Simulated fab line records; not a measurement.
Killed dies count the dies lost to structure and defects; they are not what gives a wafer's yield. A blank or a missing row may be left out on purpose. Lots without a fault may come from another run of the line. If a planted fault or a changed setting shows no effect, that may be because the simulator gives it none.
The tool behind it: which one? / flow nand-harc / 7 lots with 20 wafers sampled at 4 steps, on a route of 1302 steps

## WHAT THE GAUGES SHOWED, per wafer
NHARC_A_ONON_D2_THK_MEAS_11: measures by ellipsometry.
lot=L910; measured=day 12 16:32; on=film-metro-02; thk-nm (nm)=1019 1016 1020
lot=L918; measured=day 15 14:43; on=film-metro-01; thk-nm (nm)=984 1487 984
lot=L919; measured=day 16 02:35; on=film-metro-01; thk-nm (nm)=1499 1498
lot=L924; measured=day 18 06:11; on=film-metro-01; thk-nm (nm)=999 1000 1001
lot=L926; measured=day 19 05:17; on=film-metro-01; thk-nm (nm)=1010 1010 1011
lot=L928; measured=day 19 23:31; on=film-metro-02; thk-nm (nm)=995 994 993
lot=L930; measured=day 20 12:22; on=film-metro-01; thk-nm (nm)=993 993 991

## TOOL THAT RAN EACH LOT (tool first, then ch and the chambers of the sampled wafers, then the start)
lot=L910; NHARC_A_CHANNEL_FILL_D1_STRIP_29=rie-diel-08 ch 2,3, day 12 13:36 or earlier; NHARC_A_DECK1_JOINT_CMP_02=cmp-02 ch 0,1,3, day 12 13:36; NHARC_A_ONON_D2_DEP_09=pecvd-onon-01 ch 0, day 12 16:02
lot=L918; NHARC_A_CHANNEL_FILL_D1_STRIP_29=rie-diel-08 ch 0,1,3, day 15 11:36 or earlier; NHARC_A_DECK1_JOINT_CMP_02=cmp-02 ch 0,2,3, day 15 11:36; NHARC_A_ONON_D2_DEP_09=pecvd-onon-04 ch 0, day 15 14:12
lot=L919; NHARC_A_CHANNEL_FILL_D1_STRIP_29=rie-diel-06 ch 2, day 14 07:46; NHARC_A_DECK1_JOINT_CMP_02=cmp-04 ch 0,3, day 15 23:38; NHARC_A_ONON_D2_DEP_09=pecvd-onon-04 ch 0, day 16 02:08
lot=L924; NHARC_A_CHANNEL_FILL_D1_STRIP_29=rie-diel-06 ch 1,3, day 18 03:12 or earlier; NHARC_A_DECK1_JOINT_CMP_02=cmp-04 ch 1,2,3, day 18 03:12; NHARC_A_ONON_D2_DEP_09=pecvd-onon-04 ch 0, day 18 05:41
lot=L926; NHARC_A_CHANNEL_FILL_D1_STRIP_29=rie-diel-08 ch 0,2, day 19 01:41 or earlier; NHARC_A_DECK1_JOINT_CMP_02=cmp-04 ch 0,2, day 19 01:41; NHARC_A_ONON_D2_DEP_09=pecvd-onon-04 ch 0, day 19 04:46
lot=L928; NHARC_A_CHANNEL_FILL_D1_STRIP_29=rie-diel-08 ch 0,3, day 19 20:31 or earlier; NHARC_A_DECK1_JOINT_CMP_02=cmp-04 ch 0,3, day 19 20:31; NHARC_A_ONON_D2_DEP_09=pecvd-onon-04 ch 0, day 19 23:00
lot=L930; NHARC_A_CHANNEL_FILL_D1_STRIP_29=rie-diel-08 ch 0,1,3, day 20 09:25 or earlier; NHARC_A_DECK1_JOINT_CMP_02=cmp-03 ch 1,2,3, day 20 09:25; NHARC_A_ONON_D2_DEP_09=pecvd-onon-01 ch 0, day 20 11:52
- NHARC_A_CHANNEL_FILL_D1_STRIP_29: strips in O2, time 20 s.
- NHARC_A_DECK1_JOINT_CMP_02: polishes SiOx.
- NHARC_A_ONON_D2_DEP_09: target thk 1000 nm.

## THE ANSWER, worked out from the rows above alone
Rule: the lots themselves supply what counts as usual. Put in order of their means at a reading, lots are off if they are a third of the lots or fewer, leave a main group of 4 or more, and stand apart from it by a gap of 3 or more times the standard deviation of the main group's means; of several such gaps the widest counts. The tables above print the reading to a certain number of digits; a main group whose means all agree to those digits is not used. Also off: a lot with no number at a reading for which 4 or more lots have one. Any other lot the step has rows for is counted as sound.
Off: L918, L919 (NHARC_A_ONON_D2_THK_MEAS_11, thk-nm). The main group: mean 1003 nm, standard deviation 9.9.
If a tool, at a process step before that reading, ran all the lots that are off and no sound lot after the first of them, it fits. Those tools and the gauges at NHARC_A_ONON_D2_THK_MEAS_11 are tried in the same way. With no start given for some of its lots, NHARC_A_CHANNEL_FILL_D1_STRIP_29 uses the hours and lot order of NHARC_A_DECK1_JOINT_CMP_02. None of those tried fits.

## WHAT THE SIMULATOR PUT IN
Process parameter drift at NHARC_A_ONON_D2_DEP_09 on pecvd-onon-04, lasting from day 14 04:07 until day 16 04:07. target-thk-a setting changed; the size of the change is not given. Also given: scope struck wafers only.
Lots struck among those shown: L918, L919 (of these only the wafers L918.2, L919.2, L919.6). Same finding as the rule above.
